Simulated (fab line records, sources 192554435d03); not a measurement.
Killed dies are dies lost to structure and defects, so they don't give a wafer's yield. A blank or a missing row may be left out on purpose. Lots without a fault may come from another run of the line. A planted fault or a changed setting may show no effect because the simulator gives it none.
Split-lot experiment | flow n5_finfet | 7 lots, 21 wafers read, on a route of 1938 steps

THE SPLIT
At N5_FIN_CUT_EXPOSE_05 (exposes mask FIN CUT), the setting dose_mj was moved away from the recipe's 45.75 on 10 of the 21 wafers read, by -7.1% to +4.4%. The other wafers ran this setting at the recipe's value.

FROM THE SPLIT TO THE READING: what the file shows between them, 4 steps
- N5_FIN_CUT_PEB_06: peb time 60 s
- N5_FIN_CUT_DEVELOP_07: develop time 30 s
- N5_FIN_CUT_DESCUM_13: chemistry O2, time 7 s
- N5_FIN_CUT_ETCH_30: etches underlayer in N2/H2, target depth 13 nm, time 10.4 s

THE READING
FIN_CUT.cd_offset_nm (the simulator's own value, which no gauge read), in nm, at N5_FIN_CUT_ETCH_20 (etches SiARC in CF4, target depth 26 nm, time 43.3 s). The file gives no usual value for it. The 11 wafers here that ran the recipe average 0.0 nm, standard deviation 0.23 nm.

wafer  | tool, chamber at the split | dose_mj as run | against the recipe | FIN_CUT.cd_offset_nm, nm | against lot-mates on the recipe
L075.3 | euv_scanner-01, 0          | 44.89          | -1.9%              | -0.4                     | -0.4
L075.6 | euv_scanner-01, 0          | 44.89          | -1.9%              | -0.4                     | -0.4
L075.4 | euv_scanner-01, 0          | 45.75          | recipe             | 0                        | -
L081.2 | euv_scanner-02, 0          | 47.58          | +4.0%              | 0.6                      | +0.6
L081.3 | euv_scanner-02, 0          | 47.58          | +4.0%              | 0.6                      | +0.6
L081.4 | euv_scanner-02, 0          | 45.75          | recipe             | 0                        | -
L083.2 | euv_scanner-02, 0          | 47.78          | +4.4%              | 0.6                      | +0.6
L083.5 | euv_scanner-02, 0          | 47.78          | +4.4%              | 0.6                      | +0.6
L083.3 | euv_scanner-02, 0          | 45.75          | recipe             | 0                        | -
L087.1 | euv_scanner-01, 0          | 45.75          | recipe             | 0.4                      | -
L087.2 | euv_scanner-01, 0          | 45.75          | recipe             | 0.4                      | -
L087.5 | euv_scanner-01, 0          | 45.75          | recipe             | 0.2                      | -
L089.2 | euv_scanner-01, 0          | 42.5           | -7.1%              | -1.2                     | -1.2
L089.4 | euv_scanner-01, 0          | 42.5           | -7.1%              | -1.2                     | -1.2
L089.3 | euv_scanner-01, 0          | 45.75          | recipe             | 0                        | -
L091.3 | euv_scanner-01, 0          | 44.34          | -3.1%              | -0.8                     | -0.6
L091.5 | euv_scanner-01, 0          | 44.34          | -3.1%              | -0.8                     | -0.6
L091.6 | euv_scanner-01, 0          | 45.75          | recipe             | -0.2                     | -
L097.3 | euv_scanner-01, 0          | 45.75          | recipe             | -0.4                     | -
L097.4 | euv_scanner-01, 0          | 45.75          | recipe             | 0                        | -
L097.5 | euv_scanner-01, 0          | 45.75          | recipe             | -0.2                     | -

THE FIT
A straight line over all 21 wafers: FIN_CUT.cd_offset_nm changes by +0.168 nm for each +1% of dose_mj; r = +0.94; the points scatter about the line by 0.2 nm.
The same after taking each lot's own level away (the mean of its wafers on the recipe; 21 wafers): +0.162 nm for each +1%; r = +0.99; scatter 0.089 nm.
On that fit, the largest move of dose_mj shifts the reading by 1.1 nm.
The lots' own levels span -0.20 to 0.33 nm, that is 2.3 times the standard deviation above.
So the lot-to-lot level changes the slope little: the two slopes agree.
Check: with one of the wafers moved furthest among these (-7.1%) left out of the fit, the line predicts -1.18 nm for it against its lot-mates. It came out at -1.2 nm against them.

OTHER SPLITS ON THESE WAFERS
These wafers also went through other splits before the reading. Each is held against what the fit with the lots' levels taken away leaves over:
other split on the same wafers        | wafers away from the commonest value | r with FIN_CUT.cd_offset_nm (lot level and that fit taken away)
N5_WELL_APT_PEB_06 peb_time_s         | 11                                   | -0.02
N5_WELL_APT_DEVELOP_07 develop_time_s | 5                                    | -0.34
N5_WELL_APT_EXPOSE_22 dose_mj         | 7                                    | +0.12
N5_WELL_APT_PEB_23 peb_time_s         | 2                                    | +0.03
N5_FIN_SAQP_ALD_61 temp_c             | 10                                   | -0.32
N5_FIN_SAQP_PECVD_47 time_s           | 4                                    | +0.22

THE WHOLE CHAIN: every reading that the file lists as answering this split, in the file's order
step               | what it does                                                | reading                                                               | change (the file's fit)               | r (the file's)
N5_FIN_CUT_ETCH_30 | etches underlayer in N2/H2, target depth 13 nm, time 10.4 s | FIN_CUT.cd_offset_nm (the simulator's own value, which no gauge read) | +0.166 nm for each +1% of the setting | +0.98
N5_FIN_CUT_ETCH_20 | etches SiARC in CF4, target depth 26 nm, time 43.3 s        | FIN_CUT.cd_offset_nm (the simulator's own value, which no gauge read) | +0.163 nm for each +1% of the setting | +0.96

THE FILE'S OWN FIT
FIN_CUT.cd_offset_nm changes by +0.163 nm for each +1% of dose_mj, r = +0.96.
